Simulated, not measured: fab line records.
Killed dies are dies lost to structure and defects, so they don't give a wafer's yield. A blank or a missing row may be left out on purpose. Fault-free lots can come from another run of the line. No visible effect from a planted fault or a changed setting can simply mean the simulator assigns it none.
fab line records	flow n5Finfet
[record] lots = 6	wafers = 17	lastDay = 17
route steps=1938 shown BEOL_M1@799 BEOL_M4@1111
lots that met no fault: taken from a fault-free run of the same line
startH: start of the lot's first displayed wafer, in hours after the record's first day	waitH: how many hours have passed since the lot's step before this one	" identical to the entry in the row above	L1.1+2: one row covering several wafers at once	- no value present, or no start provided	* or withheld: withheld	< > ~ a bound
route shown NAME@n: a module of which the file shows steps, and the number in the route of the first	usual: mean/standard deviation taken from wafers without a fault	same: alike in all rows	chamber/n: place in a boat	sites: readings site by site	_std_site: the values' standard deviation	_edge_site: outer sites' mean less inner sites'	radiusMm: for every site, how far away it sits from the centre of the wafer	mask NAME#n: copy n	behind: the last tool/chamber to shape the wafer	hold: cause of the lot's hold/its duration in hours/its outcome	device: whichever transistor did not switch (one of n, p or np)	end of line: tests run on the same wafers once the route is complete	a step given without rows: its recipe and nothing more	killed: not the wafer's yield, but the dies lost to structure and defects at the first sort	map: per-die view of a wafer (x killed, . not killed, _ where there is no die)
set.NAME: the setting the step ran with; set.NAME@STEP: the setting that earlier step ran with	model.NAME: the simulator's own value behind a step, which no gauge read
lots at selected steps of the route; one table per step, one row per wafer
services: when a tool's chamber went out of use (startH, in hours from the record's first day, below 0 if earlier), for how many hours, and the reason
[[steps]]
[step N5_BEOL_M1_STRIP_36]
[recipe] chemistry = N2/H2	powerW = 450	tempC = 40	pressureMtorr = 20	rfFrequencyHz = 6e+07	overashFraction = 0.3	biasPowerW = 7	h2Frac = 0.5	n2FlowSccm = 200	h2FlowSccm = 200
[usual] drypumpMotorCurrentA = 5.4/0.48	oesProductAu = 0.78/0.083	powerW = 449.8/1.2	rfVppV = 59.1/1.5	showerheadPlenumPTorr = 2.56/0.079	throttleValvePct = 23.6/0.32
lot.wafer	tool	chamber	startH	waitH	drypumpMotorCurrentA	oesProductAu	powerW	rfHoursCounterH	rfVppV	showerheadPlenumPTorr	throttleValvePct
L552.3	rieDiel-05	0	144.23	0.0	5.3	0.76	452.4	147	59.7	2.54	23.1
L552.4	"	2	"	"	6.0	0.70	448.6	225	57.2	2.50	24.2
L552.5	"	3	"	"	5.4	0.74	451.6	-	56.2	2.65	23.4
L557.1	rieDiel-03	0	174.16	0.0	5.4	0.70	450.9	189	59.7	2.64	23.7
L557.4	"	1	"	"	5.2	0.71	448.7	-	59.6	2.62	23.6
L557.5	"	3	"	"	5.1	0.84	449.0	-	58.6	2.56	23.4
L558.1	rieDiel-06	3	178.40	0.0	6.8	0.89	451.6	35	59.9	2.58	23.2
L558.5	"	2	"	"	5.8	0.76	451.6	-	58.0	2.45	24.2
L562.1	rieDiel-03	2	207.39	0.0	4.8	0.94	449.9	8	58.8	2.48	23.0
L562.2	"	1	"	"	5.2	0.70	451.8	210	58.5	2.62	23.6
L562.4	"	3	"	"	5.1	0.82	446.3	100	60.4	2.56	23.4
L570.1	rieDiel-03	1	254.71	0.0	5.1	0.68	449.1	227	60.7	2.61	23.6
L570.4	"	3	"	"	5.1	0.82	450.2	108	58.9	2.55	23.4
L570.5	"	1	"	"	5.2	0.67	446.1	-	58.5	2.61	23.7
L571.2	rieDiel-06	3	262.58	0.0	6.8	0.84	450.3	65	59.8	2.57	23.3
L571.4	"	1	"	"	5.4	0.84	447.4	87	61.9	2.57	23.9
L571.6	"	3	"	"	6.8	0.84	449.4	-	59.5	2.57	23.3
[step N5_BEOL_M1_TRENCH_ETCH_37]
[recipe] chemistry = C4F6/O2	targetDepthA = 552.07	target = SiOC	timeS = 29	ionEnergyEv = 250	pressureMtorr = 30	sourceW = 355	biasW = 185	Ar_flow_sccm = 300	C4F6_flow_sccm = 10	O2_flow_sccm = 10
[usual] drypumpMotorCurrentA = 5.4/0.48	oes_f_703_au = 0.77/0.079	oesProductAu = 0.78/0.082	rfVppV = 666/8	showerheadPlenumPTorr = 2.87/0.081	throttleValvePct = 20.87/0.21
[same] timeS = 29
lot.wafer	tool	chamber	startH	waitH	drypumpMotorCurrentA	oes_f_703_au	oesProductAu	rfHoursCounterH	rfVppV	showerheadPlenumPTorr	throttleValvePct
L552.3	rieDiel-05	0	-	-	5.3	0.76	0.77	147	657	2.86	20.68
L552.4	"	2	"	"	6.0	0.69	0.69	225	664	2.81	21.16
L552.5	"	3	"	"	5.4	0.74	0.75	-	665	2.97	20.81
L557.1	rieDiel-03	0	-	-	5.3	0.71	0.70	189	678	2.94	20.82
L557.4	"	1	"	"	5.2	0.71	0.70	-	660	2.95	20.90
L557.5	"	3	"	"	5.1	0.85	0.84	-	656	2.88	20.77
L558.1	rieDiel-06	3	-	-	6.8	0.87	0.88	35	673	2.91	20.71
L558.5	"	2	"	"	5.7	0.73	0.74	-	669	2.74	21.22
L562.1	rieDiel-03	2	-	-	4.8	0.93	0.93	8	663	2.81	20.37
L562.2	"	1	"	"	5.2	0.70	0.70	210	661	2.94	20.90
L562.4	"	3	"	"	5.1	0.84	0.83	100	653	2.87	20.76
L570.1	rieDiel-03	1	-	-	5.2	0.69	0.69	227	662	2.93	20.93
L570.4	"	3	"	"	5.1	0.83	0.83	108	655	2.87	20.78
L570.5	"	1	"	"	5.2	0.69	0.68	-	660	2.93	20.94
L571.2	rieDiel-06	3	-	-	6.8	0.84	0.84	65	671	2.90	20.73
L571.4	"	1	"	"	5.3	0.82	0.85	87	673	2.88	20.96
L571.6	"	3	"	"	6.8	0.84	0.84	-	672	2.90	20.74
[step N5_BEOL_M1_ETCH_41]
[recipe] chemistry = CH3F/O2	target = SiCN	targetDepthA = 319	taperDeg = 2	timeS = 57.8	ionEnergyEv = 120	maskMaterial = TiN	pressureMtorr = 30	sourceW = 395	biasW = 75	Ar_flow_sccm = 150	CH3F_flow_sccm = 30	O2_flow_sccm = 20
[usual] drypumpMotorCurrentA = 5.4/0.48	oesProductAu = 0.78/0.082	rfVppV = 297.7/1.4	showerheadPlenumPTorr = 2.02/0.059	throttleValvePct = 16.32/0.21
[same] timeS = 57.8
lot.wafer	tool	chamber	startH	waitH	drypumpMotorCurrentA	oesProductAu	rfHoursCounterH	rfVppV	showerheadPlenumPTorr	throttleValvePct
L552.3	rieDiel-05	0	-	-	5.3	0.77	147	297.3	2.01	16.12
L552.4	"	2	"	"	6.0	0.70	225	295.8	1.97	16.62
L552.5	"	3	"	"	5.4	0.75	-	298.2	2.09	16.28
L557.1	rieDiel-03	0	-	-	5.3	0.71	189	297.2	2.07	16.30
L557.4	"	1	"	"	5.2	0.71	-	299.6	2.07	16.39
L557.5	"	3	"	"	5.1	0.83	-	297.5	2.02	16.19
L558.1	rieDiel-06	3	-	-	6.8	0.89	35	298.2	2.05	16.09
L558.5	"	2	"	"	5.7	0.74	-	296.3	1.92	16.66
L562.1	rieDiel-03	2	-	-	4.8	0.92	8	296.5	1.97	15.81
L562.2	"	1	"	"	5.2	0.70	210	297.8	2.07	16.38
L562.4	"	3	"	"	5.1	0.82	100	297.8	2.02	16.22
L570.1	rieDiel-03	1	-	-	5.2	0.68	227	298.7	2.06	16.43
L570.4	"	3	"	"	5.1	0.82	108	298.3	2.02	16.23
L570.5	"	1	"	"	5.2	0.68	-	297.6	2.06	16.43
L571.2	rieDiel-06	3	-	-	6.8	0.84	65	296.9	2.04	16.16
L571.4	"	1	"	"	5.3	0.84	87	298.5	2.02	16.38
L571.6	"	3	"	"	6.8	0.84	-	297.7	2.04	16.17
[step N5_BEOL_M1_STRIP_97]
[recipe] chemistry = N2/H2	timeS = 10	powerW = 450	tempC = 40	pressureMtorr = 20	rfFrequencyHz = 6e+07	biasPowerW = 7	n2FlowSccm = 200	h2FlowSccm = 200
[usual] drypumpMotorCurrentA = 5.4/0.48	oesProductAu = 0.78/0.082	rfVppV = 59.2/0.82	showerheadPlenumPTorr = 2.56/0.079	throttleValvePct = 23.6/0.32
[same] timeS = 10
lot.wafer	tool	chamber	startH	waitH	drypumpMotorCurrentA	oesProductAu	rfHoursCounterH	rfVppV	showerheadPlenumPTorr	throttleValvePct
L552.3	rieDiel-05	0	-	-	5.3	0.79	147	58.4	2.54	23.1
L552.4	"	2	"	"	6.0	0.71	225	58.4	2.50	24.2
L552.5	"	3	"	"	5.4	0.76	-	60.3	2.64	23.4
L557.1	rieDiel-03	0	-	-	5.3	0.71	189	58.3	2.64	23.7
L557.4	"	1	"	"	5.2	0.71	-	59.9	2.62	23.6
L557.5	"	3	"	"	5.1	0.83	-	59.4	2.56	23.4
L558.1	rieDiel-06	3	-	-	6.7	0.88	35	59.6	2.58	23.2
L558.5	"	2	"	"	5.7	0.75	-	59.2	2.45	24.2
L562.1	rieDiel-03	2	-	-	4.8	0.93	8	59.9	2.48	23.0
L562.2	"	1	"	"	5.1	0.70	210	58.8	2.62	23.6
L562.4	"	3	"	"	5.1	0.82	100	59.3	2.56	23.4
L570.1	rieDiel-03	1	-	-	5.2	0.68	227	60.1	2.61	23.6
L570.4	"	3	"	"	5.1	0.82	108	60.4	2.55	23.4
L570.5	"	1	"	"	5.2	0.67	-	59.1	2.61	23.6
L571.2	rieDiel-06	3	-	-	6.8	0.85	65	59.2	2.57	23.3
L571.4	"	1	"	"	5.4	0.84	87	59.4	2.57	23.9
L571.6	"	3	"	"	6.8	0.85	-	58.2	2.57	23.3
[step N5_BEOL_M1_OCD_MEAS_38]
[usual] trenchDepthNm = 54.8/0.82
lot.wafer	tool	chamber	startH	waitH	trenchDepthNm
L552.3	ocd-02	-	144.43	-	55.3
L552.4	"	-	"	"	54.7
L552.5	"	-	"	"	54.5
L557.1	ocd-01	-	174.35	-	54.5
L557.4	"	-	"	"	53.5
L557.5	"	-	"	"	54.7
L558.1	ocd-01	-	178.59	-	56.0
L558.5	"	-	"	"	54.7
L562.1	ocd-01	-	207.58	-	55.0
L562.2	"	-	"	"	53.8
L562.4	"	-	"	"	54.5
L570.1	ocd-02	-	254.91	-	53.0
L570.4	"	-	"	"	55.7
L570.5	"	-	"	"	53.4
L571.2	ocd-02	-	262.78	-	55.5
L571.4	"	-	"	"	55.8
L571.6	"	-	"	"	55.0
[step N5_BEOL_M1_HM_STRIP_39]
[recipe] chemistry = peroxideTinStrip	material = TiN	targetDepthA = 250	tempC = 50	timeS = 158
[step N5_BEOL_M1_SRD_40]
[recipe] timeS = 30	tempC = 23	rinseLiquid = diw	dry = ipaMarangoni
[step N5_BEOL_M1_PRECLEAN_42]
[recipe] chemistry = residueRemover	timeS = 60	tempC = 40
[step N5_BEOL_M1_SRD_43]
[recipe] timeS = 30	tempC = 23	rinseLiquid = diw	dry = ipaMarangoni
[step N5_BEOL_M1_CD_MEAS_35]
[recipe] targetCdNm = 18	targetCdYNm = 21	polarity = opening
[usual] cdNm = 17.90/0.27
lot.wafer	tool	chamber	startH	waitH	cdNm
L552.3	cdSem-03	-	144.58	0.0	17.61
L552.4	"	-	"	"	17.90
L552.5	"	-	"	"	17.98
L557.1	cdSem-01	-	174.50	0.0	18.09
L557.4	"	-	"	"	18.03
L557.5	"	-	"	"	17.69
L558.1	cdSem-02	-	178.75	0.0	18.14
L558.5	"	-	"	"	17.76
L562.1	cdSem-01	-	207.75	0.0	17.85
L562.2	"	-	"	"	18.15
L562.4	"	-	"	"	17.98
L570.1	cdSem-02	-	255.06	0.0	17.94
L570.4	"	-	"	"	17.68
L570.5	"	-	"	"	17.61
L571.2	cdSem-02	-	262.94	0.0	17.49
L571.4	"	-	"	"	17.76
L571.6	"	-	"	"	17.61
[step N5_BEOL_M1_DEGAS_44]
[recipe] ambient = vacuum	tempC = 250	timeS = 60
[step N5_BEOL_M1_PRE_CLEAN_45]
[recipe] gas = H2/He	timeS = 30	tempC = 250
[usual] heaterPowerW = 316/14
[same] timeS = 30
lot.wafer	tool	chamber	startH	waitH	heaterPowerW
L552.3	pvdSputter-02	-	144.89	0.0	341
L552.4	"	-	"	"	325
L552.5	"	-	"	"	295
L557.1	pvdSputter-03	-	174.73	0.0	304
L557.4	"	-	"	"	309
L557.5	"	-	"	"	340
L558.1	pvdSputter-01	-	179.14	0.0	318
L558.5	"	-	"	"	309
L562.1	pvdSputter-03	-	208.18	0.0	307
L562.2	"	-	"	"	308
L562.4	"	-	"	"	339
L570.1	pvdSputter-02	-	255.34	0.0	303
L570.4	"	-	"	"	342
L570.5	"	-	"	"	332
L571.2	pvdSputter-03	-	263.15	0.0	300
L571.4	"	-	"	"	345
L571.6	"	-	"	"	299
[step N5_BEOL_M1_ALD_84]
[recipe] material = TaN	targetThkA = *	tempC = 275	aldPrecursorFamily = PDMAT	aldCoReactant = NH3	pressureTorr = 3	carrierFlowSccm = 1500	pulseTimeS = 2	purgeTimeS = 3	coReactantPurgeTimeS = 2	coReactantPulseTimeS = 3	aldCycles = 30	precursorVesselTempC = 75	precursorVesselPressureTorr = 26.25	precursorVesselCarrierSccm = 1000
[usual] aldCycles = 30/0	heaterPowerOuterW = 218/21	heaterPowerW = 395/44	mfcCarrierSccm = 1500/4.6	precursorVesselTempC = 75.00/0.12
lot.wafer	tool	chamber	startH	waitH	aldCycles	heaterPowerOuterW	heaterPowerW	mfcCarrierSccm	precursorVesselTempC
L552.3	aldMetal-03	0	144.95	0.0	30	230	402	1490	74.97
L552.4	"	2	"	"	30	252	431	1507	75.01
L552.5	"	2	"	"	30	245	433	1499	74.88
L557.1	aldMetal-01	3	174.79	0.0	30	183	339	1493	75.02
L557.4	"	2	"	"	30	225	433	1500	75.12
L557.5	"	3	"	"	30	181	344	1490	75.01
L558.1	aldMetal-01	3	179.20	0.0	32	178	332	1507	74.92
L558.5	"	3	"	"	30	187	339	1499	75.11
L562.1	aldMetal-01	1	208.24	0.0	32	205	363	1499	75.29
L562.2	"	3	"	"	32	185	337	1497	75.05
L562.4	"	1	"	"	30	207	345	1500	75.24
L570.1	aldMetal-04	0	255.41	0.0	30	254	477	1495	74.97
L570.4	"	3	"	"	30	238	446	1499	75.02
L570.5	"	1	"	"	30	247	490	1503	75.00
L571.2	aldMetal-04	1	263.22	0.1	30	245	484	1504	75.05
L571.4	"	0	"	"	30	257	476	1500	75.14
L571.6	"	2	"	"	30	222	363	1504	75.00
[step N5_BEOL_M1_SURFACE_TREAT_85]
[recipe] gas = Ar	timeS = *	ionEnergyEv = *	ionCurrentMaCm2 = 0.5	pressureMtorr = *	arFlowSccm = 30
[step N5_BEOL_M4_RC_MEAS_101]
[usual] DIBL_N = 36.4/1.5	DIBL_P = 36.4/1.6	IOFF_N = 0.164/0.025	IOFF_P = 0.214/0.028	ION_N = 675/9.9	ION_P = 463/6.5	SS_N = 71.5/0.5	SS_P = 73.3/0.56	VT_N = 249.2/2.7	VT_P = -250.1/2.8
lot.wafer	tool	chamber	startH	waitH	DIBL_N[mV/V]	DIBL_P[mV/V]	IOFF_N[nA/um]	IOFF_P[nA/um]	ION_N[uA/um]	ION_P[uA/um]	SS_N[mV/dec]	SS_P[mV/dec]	VT_N[mV]	VT_P[mV]
L552.3	prober-01	0	183.43	0.3	35.2	35.7	0.130	0.164	668	452	70.5	73.0	251.5	-254.6
L552.4	"	0	"	"	35.9	36.6	0.140	0.174	663	452	71.6	74.0	250.7	-256.3
L552.5	"	0	"	"	35.7	36.2	0.139	0.167	669	456	71.7	73.3	251.8	-257.6
L557.1	prober-01	0	213.64	0.0	35.2	37.3	0.144	0.237	664	468	71.5	73.5	250.2	-246.9
L557.4	"	0	"	"	36.0	38.1	0.162	0.242	670	468	71.5	73.6	249.0	-245.3
L557.5	"	0	"	"	34.1	35.8	0.127	0.208	657	460	71.7	73.1	253.1	-248.0
L558.1	prober-01	0	216.73	0.4	38.2	35.8	0.172	0.221	674	459	72.2	73.0	249.4	-249.3
L558.5	"	0	"	"	38.1	35.4	0.169	0.235	669	465	72.3	73.1	248.2	-247.4
L562.1	prober-01	0	244.25	0.2	32.9	34.8	0.122	0.178	669	458	70.7	72.4	251.5	-250.4
L562.2	"	0	"	"	34.5	37.4	0.146	0.209	678	469	71.4	73.6	251.8	-251.0
L562.4	"	0	"	"	32.8	34.1	0.117	0.167	658	452	71.4	72.6	252.9	-254.3
L570.1	prober-02	0	291.48	0.0	35.6	35.2	0.155	0.181	667	458	72.2	73.3	249.0	-252.2
L570.4	"	0	"	"	35.3	35.7	0.161	0.185	686	469	71.6	72.5	249.0	-252.1
L570.5	"	0	"	"	33.9	32.8	0.131	0.148	667	453	71.3	72.8	250.3	-256.1
L571.2	prober-02	0	304.17	0.8	37.1	37.6	0.163	0.228	663	461	71.3	73.1	248.3	-248.4
L571.4	"	0	"	"	37.7	39.5	0.195	0.269	686	470	71.9	74.1	247.5	-247.2
L571.6	"	0	"	"	34.9	35.4	0.131	0.190	678	465	71.3	72.3	251.5	-250.0
[[services]]
tool	chamber	startH	hours	kind
aldMetal-04	0	124.71	31.1	repair
rieDiel-06	3	158.92	1.5	repair
rieDiel-03	2	161.17	-	clean
rieDiel-03	2	161.17	-	consumableReplace:focusRing
rieDiel-03	2	161.17	17.2	scheduledDown
rieDiel-03	2	161.17	17.2	ventCycle
aldMetal-01	2	181.99	29.3	repair
aldMetal-03	0	184.81	18.2	repair
rieDiel-05	1	189.36	-	clean
rieDiel-05	1	189.36	-	consumableReplace:focusRing
rieDiel-05	1	189.36	-	consumableReplace:showerhead
rieDiel-05	1	189.36	17.0	scheduledDown
rieDiel-05	1	189.36	17.0	ventCycle
rieDiel-03	2	208.36	12.5	repair
rieDiel-03	3	217.87	22.0	repair
rieDiel-05	2	219.60	-	clean
rieDiel-05	2	219.60	-	consumableReplace:focusRing
rieDiel-05	2	219.60	16.4	scheduledDown
rieDiel-05	2	219.60	16.4	ventCycle
aldMetal-01	3	228.46	3.6	repair
rieDiel-05	3	240.96	8.6	repair
[[key]]
[firstSign] step = N5_BEOL_M1_ALD_84	reading = aldCycles	direction = up	sigmas = 99+	usual = *	struck = *
effect none on later readings
metAt N5_BEOL_M1_ALD_84
struckWafers L558.1,L562.1,L562.2
onsetBetween 174.79 179.20
[fault] kind = processParameterDrift	tool = aldMetal-01	chamber = -	onsetH = 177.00	steps = N5_BEOL_M1_ALD_84	channel = aldCycles	offset = *	shape = step	endH = 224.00	scope = struckWafersOnly	actsIn = *	stated = *
